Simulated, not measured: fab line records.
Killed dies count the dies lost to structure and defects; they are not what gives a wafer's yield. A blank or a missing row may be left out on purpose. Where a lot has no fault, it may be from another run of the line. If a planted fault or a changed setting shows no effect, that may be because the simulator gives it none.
fab line records ; flow n5_finfet
record lots=7; wafers=21
route steps=1938 shown BEOL_M14@1753 BEOL_M15@1801 PASSIVATION@1901
start_h: start of the lot's first displayed wafer, in hours after the record's first day ; wait_h: hours from the lot's prior step to this one ; " same as the row above ; L1.1+2: several wafers, shown together as one row ; - no value, or no start given ; * or withheld: withheld ; < > ~ a bound
route shown NAME@n: a module of which the file shows steps, and the number in the route of the first ; usual: mean/standard deviation of fault-free wafers ; same: alike in all rows ; chamber/n: place in a boat ; sites: readings site by site ; _std_site: standard deviation of those values ; _edge_site: inner sites' mean taken away from outer sites' mean ; radius_mm: for every site, how far away it sits from the centre of the wafer ; mask NAME#n: copy n ; behind: the most recent tool/chamber to have shaped the wafer ; hold: why the lot was held/for how many hours/how that ended ; device: the n, p or np transistor that did not switch ; end of line: at the end of the route, the tests of the same wafers ; a step without rows: its recipe alone ; killed: dies that structure and defects cost at the first sort, which is not the same as the wafer's yield ; map: the dies of a wafer, with x for killed, . for not killed, _ for no die there
set.NAME: the setting the step ran with; set.NAME@STEP: the setting that earlier step ran with ; model.NAME: the simulator's own value behind a step, which no gauge read
lots where settings were altered on purpose, with a table for each step and a row for each wafer
## steps
# step N5_BEOL_M14_TRENCH_ETCH_34
# recipe chemistry=C4F8/O2/Ar; target=SiO2; target_depth_a=5566.5; mask_material=SOC; he_inner_torr=15; he_outer_torr=30; time_s=126.9; ion_energy_ev=800; pressure_mtorr=20; source_w=1905; bias_w=2040; Ar_flow_sccm=400; C4F8_flow_sccm=16; O2_flow_sccm=12
lot.wafer;tool;chamber;start_h;wait_h;set.time_s;model.etch.depth_nm
L076.1;rie_diel-06;1;280.10;0.0;126.9;538.2
L076.3;rie_diel-06;0;280.10;0.0;111.5;479.2
L076.5;rie_diel-06;3;280.10;0.0;126.9;566.1
L080.2;rie_diel-06;2;286.37;0.0;153.1;664.2
L080.4;rie_diel-06;3;286.37;0.0;126.9;566
L080.6;rie_diel-06;1;286.37;0.0;126.9;544.1
L078.4;rie_diel-06;0;286.99;0.0;126.9;540.2
L078.5;rie_diel-06;3;286.99;0.0;126.9;560.4
L078.6;rie_diel-06;0;286.99;0.0;126.9;541.3
L081.4;rie_diel-01;0;314.18;0.0;113.9;512.9
L081.5;rie_diel-01;0;314.18;0.0;113.9;515
L081.6;rie_diel-01;1;314.18;0.0;126.9;557
L084.1;rie_diel-01;0;316.67;0.0;113.3;503.7
L084.4;rie_diel-01;1;316.67;0.0;126.9;547.3
L084.6;rie_diel-01;3;316.67;0.0;113.3;517.1
L086.2;rie_diel-05;0;344.68;0.0;110.7;497.5
L086.5;rie_diel-05;3;344.68;0.0;126.9;574.8
L086.6;rie_diel-05;2;344.68;0.0;126.9;557.2
L092.2;rie_diel-06;0;362.07;0.0;126.9;540.4
L092.3;rie_diel-06;1;362.07;0.0;126.9;543.2
L092.4;rie_diel-06;3;362.07;0.0;144.9;643.6
# step N5_BEOL_M14_STRIP_70
# recipe chemistry=C4F8/O2/Ar; resist=SiARC; rf_frequency_hz=6e+07
# step N5_BEOL_M14_OCD_MEAS_35
# usual trench_depth_nm=556/14
lot.wafer;tool;chamber;start_h;wait_h;set.time_s@BEOL_M14_TRENCH_ETCH_34;trench_depth_nm
L076.1;ocd-01;-;280.26;0.0;126.9;539
L076.3;ocd-01;-;280.26;0.0;111.5;479
L076.5;ocd-01;-;280.26;0.0;126.9;567
L080.2;ocd-02;-;286.52;0.0;153.1;665
L080.4;ocd-02;-;286.52;0.0;126.9;566
L080.6;ocd-02;-;286.52;0.0;126.9;544
L078.4;ocd-02;-;287.15;0.0;126.9;540
L078.5;ocd-02;-;287.15;0.0;126.9;561
L078.6;ocd-02;-;287.15;0.0;126.9;541
L081.4;ocd-01;-;314.35;0.0;113.9;514
L081.5;ocd-01;-;314.35;0.0;113.9;515
L081.6;ocd-01;-;314.35;0.0;126.9;557
L084.1;ocd-01;-;316.82;0.0;113.3;504
L084.4;ocd-01;-;316.82;0.0;126.9;547
L084.6;ocd-01;-;316.82;0.0;113.3;517
L086.2;ocd-02;-;344.83;0.0;110.7;498
L086.5;ocd-02;-;344.83;0.0;126.9;575
L086.6;ocd-02;-;344.83;0.0;126.9;557
L092.2;ocd-01;-;362.22;0.0;126.9;541
L092.3;ocd-01;-;362.22;0.0;126.9;543
L092.4;ocd-01;-;362.22;0.0;144.9;643
# step N5_BEOL_M14_STRIP_37
# recipe chemistry=O2; power_w=600; temp_c=60; pressure_mtorr=30; rf_frequency_hz=6e+07; bias_power_w=0; overash_fraction=0.3; o2_flow_sccm=225
# step N5_BEOL_M14_ETCH_38
# recipe chemistry=CF4/N2; target=SiCN; target_depth_a=1065; taper_deg=2; time_s=120.6; ion_energy_ev=150; mask_material=SiO2; pressure_mtorr=40; source_w=430; bias_w=70; Ar_flow_sccm=100; cf4_flow_sccm=60; n2_flow_sccm=60
# step N5_BEOL_M14_ECD_47
# recipe material=Cu; target_thk_a=12480
# step N5_BEOL_M14_ANNEAL_48
# recipe temp_c=225; time_s=90; ambient=N2
# step N5_BEOL_M14_CMP_49
# recipe stop_on=SiO2; t_overpolish_s=5.2; down_force_psi=2; platen_rpm=80; clearing_platen_down_force_psi=2; clearing_platen_rpm=80; post_cmp_clean=cu_alkaline; target_thk_nm=560; clearing_platen_pad_velocity_m_s=1.5917; pad_velocity_m_s=1.5917
lot.wafer;tool;chamber;start_h;wait_h;set.time_s@BEOL_M14_TRENCH_ETCH_34;model.Cu_of_BEOL_M14_ECD_47.thk_nm
L076.1;cmp-02;2;283.74;0.3;126.9;544
L076.3;cmp-02;3;283.74;0.3;111.5;483.4
L076.5;cmp-02;3;283.74;0.3;126.9;570.2
L080.2;cmp-03;3;289.95;0.2;153.1;668.4
L080.4;cmp-03;1;289.95;0.2;126.9;568
L080.6;cmp-03;3;289.95;0.2;126.9;548.2
L078.4;cmp-03;3;290.64;0.1;126.9;543.4
L078.6;cmp-03;3;290.64;0.1;126.9;546
L078.5;cmp-03;0;290.64;0.1;126.9;564.2
L081.4;cmp-02;3;319.50;0.2;113.9;516
L081.5;cmp-02;1;319.50;0.2;113.9;517.2
L081.6;cmp-02;2;319.50;0.2;126.9;559.4
L084.4;cmp-02;3;321.03;0.2;126.9;550.8
L084.1;cmp-02;1;321.03;0.2;113.3;507.4
L084.6;cmp-02;2;321.03;0.2;113.3;520.8
L086.2;cmp-01;2;349.55;0.3;110.7;498.4
L086.5;cmp-01;0;349.55;0.3;126.9;577.2
L086.6;cmp-01;1;349.55;0.3;126.9;557.8
L092.2;cmp-03;1;365.26;0.2;126.9;543
L092.4;cmp-03;2;365.26;0.2;144.9;647
L092.3;cmp-03;3;365.26;0.2;126.9;546.4
# step N5_BEOL_M14_THK_MEAS_50
# recipe thk_meas_gauge=xrf; reads=Cu_of_BEOL_M14_ECD_47
# usual M14_THK=573/14
lot.wafer;tool;chamber;start_h;wait_h;set.time_s@BEOL_M14_TRENCH_ETCH_34;M14_THK[nm]
L076.1;film_metro-01;-;284.03;-;126.9;557
L076.3;film_metro-01;-;284.03;-;111.5;496
L076.5;film_metro-01;-;284.03;-;126.9;583
L080.2;film_metro-01;-;290.21;-;153.1;692
L080.4;film_metro-01;-;290.21;-;126.9;589
L080.6;film_metro-01;-;290.21;-;126.9;566
L078.4;film_metro-02;-;290.93;-;126.9;556
L078.5;film_metro-02;-;290.93;-;126.9;578
L078.6;film_metro-02;-;290.93;-;126.9;559
L081.4;film_metro-02;-;319.72;-;113.9;526
L081.5;film_metro-02;-;319.72;-;113.9;531
L081.6;film_metro-02;-;319.72;-;126.9;570
L084.1;film_metro-02;-;321.28;-;113.3;523
L084.4;film_metro-02;-;321.28;-;126.9;564
L084.6;film_metro-02;-;321.28;-;113.3;537
L086.2;film_metro-02;-;349.77;-;110.7;505
L086.5;film_metro-02;-;349.77;-;126.9;587
L086.6;film_metro-02;-;349.77;-;126.9;567
L092.2;film_metro-02;-;365.55;-;126.9;553
L092.3;film_metro-02;-;365.55;-;126.9;560
L092.4;film_metro-02;-;365.55;-;144.9;659
# step N5_BEOL_M14_PRE_CLEAN_52
# recipe gas=NH3; time_s=15; temp_c=withheld; rf_power_w=300
# step N5_BEOL_M14_DEP_53
# recipe material=SiCN; target_thk_a=500; temp_c=withheld; precursor=3MS/NH3; pressure_torr=3; rf_w=675; time_s=17.8
# step N5_BEOL_M14_RS_MEAS_54
# recipe thk_meas_gauge=four-point-probe; reads=Cu_of_BEOL_M14_ECD_47+Ta_of_BEOL_M14_SPUTTER_44+TaN_of_BEOL_M14_SPUTTER_43
# usual M14_RS=0.0333/0.00084
lot.wafer;tool;chamber;start_h;wait_h;set.time_s@BEOL_M14_TRENCH_ETCH_34;M14_RS[ohm/sq]
L076.1;film_metro-02;-;284.16;0.0;126.9;0.0342
L076.3;film_metro-02;-;284.16;0.0;111.5;0.0386
L076.5;film_metro-02;-;284.16;0.0;126.9;0.0326
L080.2;film_metro-01;-;290.34;0.1;153.1;0.0277
L080.4;film_metro-01;-;290.34;0.1;126.9;0.0328
L080.6;film_metro-01;-;290.34;0.1;126.9;0.0340
L078.4;film_metro-01;-;291.06;0.0;126.9;0.0344
L078.5;film_metro-01;-;291.06;0.0;126.9;0.0330
L078.6;film_metro-01;-;291.06;0.0;126.9;0.0342
L081.4;film_metro-01;-;319.85;0.0;113.9;0.0361
L081.5;film_metro-01;-;319.85;0.0;113.9;0.0360
L081.6;film_metro-01;-;319.85;0.0;126.9;0.0332
L084.1;film_metro-01;-;321.41;0.0;113.3;0.0368
L084.4;film_metro-01;-;321.41;0.0;126.9;0.0338
L084.6;film_metro-01;-;321.41;0.0;113.3;0.0358
L086.2;film_metro-01;-;349.90;0.1;110.7;0.0374
L086.5;film_metro-01;-;349.90;0.1;126.9;0.0322
L086.6;film_metro-01;-;349.90;0.1;126.9;0.0333
L092.2;film_metro-02;-;365.68;0.1;126.9;0.0343
L092.3;film_metro-02;-;365.68;0.1;126.9;0.0341
L092.4;film_metro-02;-;365.68;0.1;144.9;0.0286
# step N5_BEOL_M15_PEB_26
# recipe peb_temp_c=130; peb_time_s=90
lot.wafer;tool;chamber;start_h;wait_h;set.peb_temp_c
L076.1;litho_track-02;0;286.29;0.1;128.6
L076.3+5;litho_track-02;0;286.29;0.1;130
L080.2+4+6;litho_track-05;0;292.58;0.0;130
L078.4+5+6;litho_track-05;0;293.17;0.0;130
L081.4+6;litho_track-02;0;322.06;0.0;132
L081.5;litho_track-02;0;322.06;0.0;130
L084.1+4+6;litho_track-01;0;323.57;0.1;130
L086.2+6;litho_track-02;0;352.15;0.0;127.3
L086.5;litho_track-02;0;352.15;0.0;130
L092.2+4;litho_track-02;0;368.12;0.0;128.5
L092.3;litho_track-02;0;368.12;0.0;130
# step N5_BEOL_M15_DEVELOP_27
# recipe develop_time_s=45; rinse_liquid=diw; dry=air_spin; dev_temp_c=21
# step N5_BEOL_M15_HARDBAKE_32
# recipe temp_c=130; time_s=120
# step N5_BEOL_M15_CD_MEAS_28
# recipe target_cd_nm=407.6; landing_energy_ev=500; detector=se_inlens
# usual cd_nm=407.5/1.9
lot.wafer;tool;chamber;start_h;wait_h;set.peb_temp_c@BEOL_M15_PEB_26;cd_nm
L076.1;cd_sem-03;0;286.41;-;128.6;401.4
L076.3;cd_sem-03;0;286.41;-;130;408.2
L076.5;cd_sem-03;0;286.41;-;130;407.1
L080.2;cd_sem-02;0;292.69;-;130;405.6
L080.4;cd_sem-02;0;292.69;-;130;404.5
L080.6;cd_sem-02;0;292.69;-;130;404.9
L078.4;cd_sem-02;0;293.29;-;130;406.5
L078.5;cd_sem-02;0;293.29;-;130;407.2
L078.6;cd_sem-02;0;293.29;-;130;406.8
L081.4;cd_sem-02;0;322.18;-;132;417.2
L081.5;cd_sem-02;0;322.18;-;130;408.1
L081.6;cd_sem-02;0;322.18;-;132;416.0
L084.1;cd_sem-01;0;323.68;-;130;410.5
L084.4;cd_sem-01;0;323.68;-;130;410.3
L084.6;cd_sem-01;0;323.68;-;130;412.1
L086.2;cd_sem-01;0;352.26;-;127.3;391.8
L086.5;cd_sem-01;0;352.26;-;130;407.8
L086.6;cd_sem-01;0;352.26;-;127.3;394.2
L092.2;cd_sem-03;0;368.24;-;128.5;399.1
L092.3;cd_sem-03;0;368.24;-;130;404.5
L092.4;cd_sem-03;0;368.24;-;128.5;396.5
# step N5_BEOL_M15_DESCUM_33
# recipe chemistry=O2; time_s=7.9; source_power_w=50; bias_power_w=20; pressure_mtorr=20; rf_frequency_hz=2.712e+07; temp_c=40; o2_flow_sccm=225
lot.wafer;tool;chamber;start_h;wait_h;set.peb_temp_c@BEOL_M15_PEB_26;model.BEOL_M15.cd_nm
L076.1;rie_diel-02;2;286.59;0.1;128.6;401.6
L076.3;rie_diel-02;3;286.59;0.1;130;408
L076.5;rie_diel-02;1;286.59;0.1;130;407.2
L080.2;rie_diel-03;3;292.78;0.0;130;406.2
L080.4;rie_diel-03;1;292.78;0.0;130;404.6
L080.6;rie_diel-03;0;292.78;0.0;130;405
L078.4;rie_diel-02;1;293.37;0.0;130;406.6
L078.5;rie_diel-02;2;293.37;0.0;130;407
L078.6;rie_diel-02;3;293.37;0.0;130;406.8
L081.4;rie_diel-04;3;322.56;0.3;132;417.4
L081.5;rie_diel-04;2;322.56;0.3;130;407.8
L081.6;rie_diel-04;1;322.56;0.3;132;415.4
L084.1;rie_diel-03;1;323.77;0.0;130;410.6
L084.4;rie_diel-03;2;323.77;0.0;130;410.4
L084.6;rie_diel-03;1;323.77;0.0;130;412.2
L086.2;rie_diel-02;0;352.35;0.0;127.3;391.6
L086.5;rie_diel-02;1;352.35;0.0;130;407.8
L086.6;rie_diel-02;0;352.35;0.0;127.3;394.2
L092.2;rie_diel-04;3;368.32;0.0;128.5;399.4
L092.3;rie_diel-04;0;368.32;0.0;130;404.4
L092.4;rie_diel-04;1;368.32;0.0;128.5;396.4
# step N5_BEOL_M15_ETCH_61
# recipe chemistry=N2/H2; target=BARC; target_depth_a=890; overetch_a=267; time_s=67.9; ion_energy_ev=200; pressure_mtorr=30; source_w=840; bias_w=150; n2_flow_sccm=200; h2_flow_sccm=200
lot.wafer;tool;chamber;start_h;wait_h;set.peb_temp_c@BEOL_M15_PEB_26;model.BEOL_M15.cd_nm
L076.1;rie_diel-02;2;286.62;0.0;128.6;394
L076.3;rie_diel-02;3;286.62;0.0;130;401.4
L076.5;rie_diel-02;1;286.62;0.0;130;398.6
L080.2;rie_diel-03;3;292.81;0.0;130;399.4
L080.4;rie_diel-03;1;292.81;0.0;130;396.6
L080.6;rie_diel-03;0;292.81;0.0;130;398.8
L078.4;rie_diel-02;1;293.41;0.0;130;397
L078.5;rie_diel-02;2;293.41;0.0;130;399.6
L078.6;rie_diel-02;3;293.41;0.0;130;400
L081.4;rie_diel-04;3;322.60;0.0;132;409.2
L081.5;rie_diel-04;2;322.60;0.0;130;400.8
L081.6;rie_diel-04;1;322.60;0.0;132;407.6
L084.1;rie_diel-03;1;323.80;0.0;130;401.8
L084.4+6;rie_diel-03;2,1;323.80;0.0;130;403
L086.2;rie_diel-02;0;352.38;0.0;127.3;384.8
L086.5;rie_diel-02;1;352.38;0.0;130;398.2
L086.6;rie_diel-02;0;352.38;0.0;127.3;387.8
L092.2;rie_diel-04;3;368.36;0.0;128.5;391.8
L092.3;rie_diel-04;0;368.36;0.0;130;396
L092.4;rie_diel-04;1;368.36;0.0;128.5;387.6
# step N5_BEOL_M15_TRENCH_ETCH_34
# recipe chemistry=C4F8/O2/Ar; target=SiO2; target_depth_a=8729.3; he_inner_torr=15; he_outer_torr=30; time_s=199; ion_energy_ev=800; pressure_mtorr=20; source_w=1905; bias_w=2040; Ar_flow_sccm=400; C4F8_flow_sccm=16; O2_flow_sccm=12
lot.wafer;tool;chamber;start_h;wait_h;set.time_s;set.peb_temp_c@BEOL_M15_PEB_26;model.BEOL_M15.cd_nm;model.etch.depth_nm
L076.1;rie_diel-02;2;286.68;0.0;199;128.6;394.2;889.1
L076.3;rie_diel-02;3;286.68;0.0;199;130;402.2;885
L076.5;rie_diel-02;1;286.68;0.0;199;130;398.2;841.5
L080.2;rie_diel-03;3;292.86;0.0;199;130;399.8;868.7
L080.4;rie_diel-03;1;292.86;0.0;199;130;396.6;894
L080.6;rie_diel-03;0;292.86;0.0;199;130;397.4;882
L078.4;rie_diel-02;1;293.46;0.0;199;130;396;846.7
L078.5;rie_diel-02;2;293.46;0.0;199;130;399.4;888.5
L078.6;rie_diel-02;3;293.46;0.0;199;130;399.8;887.7
L081.4;rie_diel-04;3;322.71;0.1;199;132;409.2;880.3
L081.5;rie_diel-04;2;322.71;0.1;199;130;401.6;848
L081.6;rie_diel-04;1;322.71;0.1;171.3;132;406.8;744.3
L084.1;rie_diel-03;1;323.86;0.0;199;130;402.2;884.2
L084.4;rie_diel-03;2;323.86;0.0;199;130;403;850.6
L084.6;rie_diel-03;1;323.86;0.0;199;130;403.6;884.9
L086.2;rie_diel-02;0;352.44;0.0;199;127.3;384.2;878
L086.5;rie_diel-02;1;352.44;0.0;186.2;130;397.4;839.5
L086.6;rie_diel-02;0;352.44;0.0;199;127.3;387.8;873.7
L092.2;rie_diel-04;3;368.41;0.0;199;128.5;392;877.9
L092.3;rie_diel-04;0;368.41;0.0;220.5;130;397;955.3
L092.4;rie_diel-04;1;368.41;0.0;220.5;128.5;388.6;967
# step N5_BEOL_M15_STRIP_36
# recipe chemistry=O2; power_w=600; temp_c=60; pressure_mtorr=30; rf_frequency_hz=6e+07; bias_power_w=0; overash_fraction=0.3; o2_flow_sccm=225
# step N5_BEOL_M15_STRIP_62
# recipe chemistry=O2; power_w=600; temp_c=60; pressure_mtorr=30; rf_frequency_hz=6e+07; bias_power_w=0; overash_fraction=0.3; o2_flow_sccm=225
# step N5_BEOL_M15_STRIP_37
# recipe chemistry=O2; power_w=600; temp_c=60; pressure_mtorr=30; rf_frequency_hz=6e+07; bias_power_w=0; overash_fraction=0.3; o2_flow_sccm=225
# step N5_BEOL_M15_ETCH_38
# recipe chemistry=CF4/N2; target=SiCN; target_depth_a=1064; taper_deg=2; time_s=120.5; ion_energy_ev=150; mask_material=SiO2; pressure_mtorr=40; source_w=430; bias_w=70; Ar_flow_sccm=100; cf4_flow_sccm=60; n2_flow_sccm=60
lot.wafer;tool;chamber;start_h;wait_h;set.peb_temp_c@BEOL_M15_PEB_26;model.BEOL_M15.cd_nm
L076.1;rie_diel-04;3;-;-;128.6;394.4
L076.3;rie_diel-04;2;-;-;130;402.2
L076.5;rie_diel-04;3;-;-;130;398.4
L078.4;rie_diel-03;2;-;-;130;396.2
L078.5;rie_diel-03;2;-;-;130;399.6
L078.6;rie_diel-03;1;-;-;130;399.8
L080.2;rie_diel-04;1;-;-;130;399.8
L080.4;rie_diel-04;0;-;-;130;396.8
L080.6;rie_diel-04;1;-;-;130;397.6
L081.4;rie_diel-03;3;-;-;132;409.2
L081.5;rie_diel-03;2;-;-;130;401.8
L081.6;rie_diel-03;1;-;-;132;406.8
L084.1;rie_diel-04;0;-;-;130;402.2
L084.4;rie_diel-04;3;-;-;130;403
L084.6;rie_diel-04;1;-;-;130;403.4
L086.2;rie_diel-02;3;-;-;127.3;384.2
L086.5;rie_diel-02;3;-;-;130;397.2
L086.6;rie_diel-02;0;-;-;127.3;387.8
L092.2;rie_diel-02;2;-;-;128.5;392
L092.3;rie_diel-02;0;-;-;130;397
L092.4;rie_diel-02;1;-;-;128.5;388.6
# step N5_BEOL_M15_CMP_49
# recipe stop_on=SiO2; t_overpolish_s=4.9; down_force_psi=2; platen_rpm=80; clearing_platen_down_force_psi=2; clearing_platen_rpm=80; post_cmp_clean=cu_alkaline; target_thk_nm=850; clearing_platen_pad_velocity_m_s=1.5917; pad_velocity_m_s=1.5917
# usual barrier_field_endpoint_s=11.3/0.31
lot.wafer;tool;chamber;start_h;wait_h;set.down_force_psi;set.time_s@BEOL_M15_TRENCH_ETCH_34;barrier_field_endpoint_s;model.Cu_of_BEOL_M15_ECD_47.thk_nm
L076.3;cmp-04;2;290.19;0.2;2;199;11.5;860
L076.1;cmp-04;0;290.19;0.2;2.224;199;10.2;863.4
L076.5;cmp-04;2;290.19;0.2;2;199;11.3;818
L078.4;cmp-01;2;300.06;0.2;2;199;10.8;822.6
L078.5;cmp-01;1;300.06;0.2;2;199;10.9;865.8
L078.6;cmp-01;2;300.06;0.2;2;199;11.0;864.4
L080.2;cmp-04;3;301.50;0.2;1.728;199;13.8;847.4
L080.4;cmp-04;0;301.50;0.2;1.728;199;13.5;873.2
L080.6;cmp-04;2;301.50;0.2;2;199;11.4;860.2
L081.4;cmp-04;2;328.86;0.2;2;199;11.3;853.6
L081.6;cmp-04;1;328.86;0.2;2.359;171.3;9.4;717
L081.5;cmp-04;2;328.86;0.2;2.359;199;9.5;822.2
L084.4;cmp-04;0;329.56;0.2;2;199;11.3;828.4
L084.1;cmp-04;1;329.56;0.2;2;199;11.1;859
L084.6;cmp-04;0;329.56;0.2;2;199;11.3;862
L086.2;cmp-01;1;358.16;0.2;2.406;199;9.0;851
L086.6;cmp-01;0;358.16;0.2;2;199;10.9;850.4
L086.5;cmp-01;1;358.16;0.2;2;186.2;10.9;813.6
L092.2;cmp-04;2;380.66;0.2;2;199;11.0;854.8
L092.3;cmp-04;3;380.66;0.2;2;220.5;11.4;933.2
L092.4;cmp-04;1;380.66;0.2;1.703;220.5;13.0;945.2
# step N5_PASSIVATION_EXPOSE_27
# recipe mask_id=PAD; na=0.55; source_shape=conventional; sigma_outer=0.8; polarization=unpolarized; defocus_nm=0; dose_mj=32.3
lot.wafer;tool;chamber;start_h;wait_h;mask;set.dose_mj
L076.1+3;krf_scanner-01;0;300.47;-;PAD#0;30.06
L076.5;krf_scanner-01;0;300.47;-;PAD#0;32.3
L078.4+5+6;krf_scanner-01;0;311.33;-;PAD#0;32.3
L080.2+4;krf_scanner-02;0;314.46;-;PAD#0;32.3
L080.6;krf_scanner-02;0;314.46;-;PAD#0;34.29
L081.4+6;krf_scanner-02;0;335.02;-;PAD#0;34.13
L081.5;krf_scanner-02;0;335.02;-;PAD#0;32.3
L084.1;krf_scanner-02;0;337.98;-;PAD#0;32.3
L084.4+6;krf_scanner-02;0;337.98;-;PAD#0;33.66
L086.2+6;krf_scanner-01;0;367.07;-;PAD#0;32.3
L086.5;krf_scanner-01;0;367.07;-;PAD#0;31.58
L092.2+4;krf_scanner-02;0;389.96;-;PAD#0;32.96
L092.3;krf_scanner-02;0;389.96;-;PAD#0;32.3
# step N5_PASSIVATION_PEB_28
# recipe peb_temp_c=withheld; peb_time_s=*
# step N5_PASSIVATION_DEVELOP_29
# recipe develop_time_s=60; rinse_liquid=diw; dry=air_spin; dev_temp_c=21
# step N5_PASSIVATION_HARDBAKE_31
# recipe temp_c=130; time_s=120
# step N5_PASSIVATION_CD_MEAS_30
# recipe target_cd_nm=4000; landing_energy_ev=500; detector=se_inlens; polarity=opening
# usual cd_nm=4000.2/1.9
lot.wafer;tool;chamber;start_h;wait_h;set.dose_mj@PASSIVATION_EXPOSE_27;cd_nm
L076.1;cd_sem-03;0;300.65;-;30.06;3988.9
L076.3;cd_sem-03;0;300.65;-;30.06;3987.8
L076.5;cd_sem-03;0;300.65;-;32.3;4000.8
L078.4;cd_sem-02;0;311.49;-;32.3;4000.7
L078.5;cd_sem-02;0;311.49;-;32.3;3998.9
L078.6;cd_sem-02;0;311.49;-;32.3;3997.2
L080.2;cd_sem-03;0;314.63;-;32.3;3996.1
L080.4;cd_sem-03;0;314.63;-;32.3;3998.7
L080.6;cd_sem-03;0;314.63;-;34.29;4006.1
L081.4;cd_sem-03;0;335.19;-;34.13;4012.7
L081.5;cd_sem-03;0;335.19;-;32.3;4000.8
L081.6;cd_sem-03;0;335.19;-;34.13;4012.5
L084.1;cd_sem-03;0;338.15;-;32.3;3999.0
L084.4;cd_sem-03;0;338.15;-;33.66;4008.9
L084.6;cd_sem-03;0;338.15;-;33.66;4005.6
L086.2;cd_sem-03;0;367.24;-;32.3;3999.8
L086.5;cd_sem-03;0;367.24;-;31.58;3998.1
L086.6;cd_sem-03;0;367.24;-;32.3;4002.8
L092.2;cd_sem-03;0;390.13;-;32.96;4003.4
L092.3;cd_sem-03;0;390.13;-;32.3;4001.2
L092.4;cd_sem-03;0;390.13;-;32.96;4002.0
## key
split step=N5_BEOL_M14_TRENCH_ETCH_34; setting=time_s; stated=126.9; by=wafer
response step=N5_BEOL_M14_TRENCH_ETCH_34; reading=model.etch.depth_nm; change=+5.44; per=1%; r=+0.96
response step=N5_BEOL_M14_OCD_MEAS_35; reading=trench_depth_nm; change=+5.44; per=1%; r=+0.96
response step=N5_BEOL_M14_CMP_49; reading=model.Cu_of_BEOL_M14_ECD_47.thk_nm; change=+5.47; per=1%; r=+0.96
response step=N5_BEOL_M14_THK_MEAS_50; reading=M14_THK; change=+5.55; per=1%; r=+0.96
response step=N5_BEOL_M14_RS_MEAS_54; reading=M14_RS; change=-0.000324; per=1%; r=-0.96
split step=N5_BEOL_M15_PEB_26; setting=peb_temp_c; stated=130; by=wafer
response step=N5_BEOL_M15_CD_MEAS_28; reading=cd_nm; change=+6.34; per=1%; r=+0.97
response step=N5_BEOL_M15_DESCUM_33; reading=model.BEOL_M15.cd_nm; change=+6.34; per=1%; r=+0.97
response step=N5_BEOL_M15_ETCH_61; reading=model.BEOL_M15.cd_nm; change=+5.47; per=1%; r=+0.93
response step=N5_BEOL_M15_TRENCH_ETCH_34; reading=model.BEOL_M15.cd_nm; change=+5.2; per=1%; r=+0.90
response step=N5_BEOL_M15_ETCH_38; reading=model.BEOL_M15.cd_nm; change=+5.11; per=1%; r=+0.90
split step=N5_BEOL_M15_TRENCH_ETCH_34; setting=time_s; stated=199; by=wafer
response step=N5_BEOL_M15_TRENCH_ETCH_34; reading=model.etch.depth_nm; change=+7.96; per=1%; r=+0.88
response step=N5_BEOL_M15_CMP_49; reading=model.Cu_of_BEOL_M15_ECD_47.thk_nm; change=+8.05; per=1%; r=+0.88
split step=N5_BEOL_M15_CMP_49; setting=down_force_psi; stated=2; by=wafer
response step=N5_BEOL_M15_CMP_49; reading=barrier_field_endpoint_s; change=-0.114; per=1%; r=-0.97
split step=N5_PASSIVATION_EXPOSE_27; setting=dose_mj; stated=32.3; by=wafer
response step=N5_PASSIVATION_CD_MEAS_30; reading=cd_nm; change=+1.74; per=1%; r=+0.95
